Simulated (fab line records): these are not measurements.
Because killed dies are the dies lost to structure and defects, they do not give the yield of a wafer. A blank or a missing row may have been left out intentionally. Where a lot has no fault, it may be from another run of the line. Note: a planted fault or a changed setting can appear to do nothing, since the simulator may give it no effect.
A struck lot beside a sound one || flow n5_finfet || 14 steps out of a route of 1938
Sound: wafers L459.1, L459.2, L459.5. Struck: wafer L463.2; the same lot's L463.3 was not struck, so it is left out; see the end for the cause.
At each step with rows: each side's tool, then ch and its chambers, then its first start. Under that, the readings that differ: sound wafers || struck wafers || difference of the means || sigmas: that difference in standard deviations of wafers without a fault.
alike: readings whose means differ by less than 2 such deviations, and words and numbers that are the same on both sides. not compared: withheld readings, readings that some wafer has no value for, bounds like >300 that may hide the same value, and numbers for which the record gives no deviation and whose values overlap.
A row with sigmas, a row that says differs or no value, or rows on one side alone: a step with any of these is where the two part. When numbers do not overlap yet have no deviation, they are printed without sigmas and do not part them. A reading that every wafer of one side lacks parts them only if that side has two wafers or more.

first, 3 steps without rows for these wafers: N5_BEOL_M9_EXPOSE_25 (exposes mask V8); N5_BEOL_M9_PEB_26 (peb time 60 s); N5_BEOL_M9_DEVELOP_27 (develop time 30 s).
N5_BEOL_M9_CD_MEAS_28: target cd 70 nm.
  sound on cd_sem-03 ch 0, day 11 12:38; struck on cd_sem-02 ch 0, day 12 17:37
  alike: cd_nm
N5_BEOL_M9_OVL_MEAS_29:
  sound on overlay-02 ch 0, day 11 12:40; struck on overlay-01 ch 0, day 12 17:39
  alike: V8_OVL
N5_BEOL_M9_INSPECT_30: inspects for defects (brightfield).
  sound on defect_inspect-01 at day 11 12:44; struck on defect_inspect-01 at day 12 17:43
  alike: raw_defect_count
N5_BEOL_M9_DESCUM_33: chemistry O2, time 7 s.
  sound on rie_diel-02 ch 1,2, day 11 12:52; struck on rie_diel-05 ch 1, day 12 17:44
{"reading": "drypump_motor_current_A (A)", "sound": "6.3 5.5 6.3", "struck": 5.2, "difference": -0.8, "sigmas": -2}
  alike: chamber_pressure_mTorr, oes_product_au, rf_vpp_V, showerhead_plenum_p_Torr, throttle_valve_pct
  not compared: rf_hours_counter_h
N5_BEOL_M9_ETCH_76: etches underlayer in N2/H2, target depth 6.5 nm, time 5.2 s.
  sound on rie_diel-02 ch 1,2, day 11 12:55; struck on rie_diel-05 ch 1, day 12 17:47
{"reading": "drypump_motor_current_A (A)", "sound": "6.3 5.5 6.3", "struck": 5.2, "difference": -0.8, "sigmas": -2}
  alike: chamber_pressure_mTorr, etch_rf_on_time_s, oes_product_au, rf_vpp_V, showerhead_plenum_p_Torr, throttle_valve_pct
  not compared: rf_hours_counter_h
N5_BEOL_M9_ETCH_65: etches SiARC in CF4, target depth 15.6 nm, time 26 s.
  sound on rie_diel-02 ch 1,2, day 11 12:56; struck on rie_diel-05 ch 1, day 12 17:47
{"reading": "drypump_motor_current_A (A)", "sound": "6.3 5.5 6.3", "struck": 5.2, "difference": -0.8, "sigmas": -2}
  alike: chamber_pressure_mTorr, etch_rf_on_time_s, oes_product_au, rf_vpp_V, showerhead_plenum_p_Torr, throttle_valve_pct
  not compared: rf_hours_counter_h
N5_BEOL_M9_ETCH_66: etches SOC in N2/H2, target depth 80 nm, overetch 16 nm, time 120 s.
  sound on rie_diel-02 ch 1,2, day 11 12:57; struck on rie_diel-05 ch 1, day 12 17:49
{"reading": "drypump_motor_current_A (A)", "sound": "6.3 5.5 6.3", "struck": 5.2, "difference": -0.8, "sigmas": -2}
  alike: chamber_pressure_mTorr, oes_product_au, rf_vpp_V, showerhead_plenum_p_Torr, throttle_valve_pct
  not compared: rf_hours_counter_h
then, 2 steps without rows for these wafers: N5_BEOL_M9_STRIP_69 (strips in N2/H2); N5_BEOL_M9_STRIP_77 (strips in N2/H2).
N5_BEOL_M9_VIA_ETCH_34: etches SiCOH lowk in C4F6/O2, target depth 182.4 nm, time 68.4 s.
  sound on rie_diel-02 ch 1,2, day 11 13:03; struck on rie_diel-05 ch 1, day 12 17:55
{"reading": "drypump_motor_current_A (A)", "sound": "6.4 5.5 6.3", "struck": 5.2, "difference": -0.9, "sigmas": -3}
{"reading": "oes_product_au (a.u.)", "sound": "0.77 0.75 0.77", "struck": 1.16, "difference": "+0.40", "sigmas": "+5"}
{"reading": "rf_vpp_V (V)", "sound": "667 662 667", "struck": 653, "difference": -12, "sigmas": -2}
{"reading": "model.etch.depth_nm (nm)", "sound": "181.5 179.8 180.5", "struck": 298.9, "difference": "+118.3", "sigmas": ""}
{"reading": "model.SOC_of_BEOL_M9_COAT_63.thk_nm (nm)", "sound": "51.2 51.4 51.2", "struck": 45.4, "difference": -5.9, "sigmas": ""}
  alike: chamber_pressure_mTorr, showerhead_plenum_p_Torr, throttle_valve_pct
  not compared: rf_hours_counter_h
then, 1 step without rows for these wafers: N5_BEOL_M9_STRIP_73 (strips in C4F6/O2).

## WHERE THEY PART
Last at N5_BEOL_M9_VIA_ETCH_34 as far as this record goes, first at N5_BEOL_M9_DESCUM_33.

WHY: whatever the simulator had introduced
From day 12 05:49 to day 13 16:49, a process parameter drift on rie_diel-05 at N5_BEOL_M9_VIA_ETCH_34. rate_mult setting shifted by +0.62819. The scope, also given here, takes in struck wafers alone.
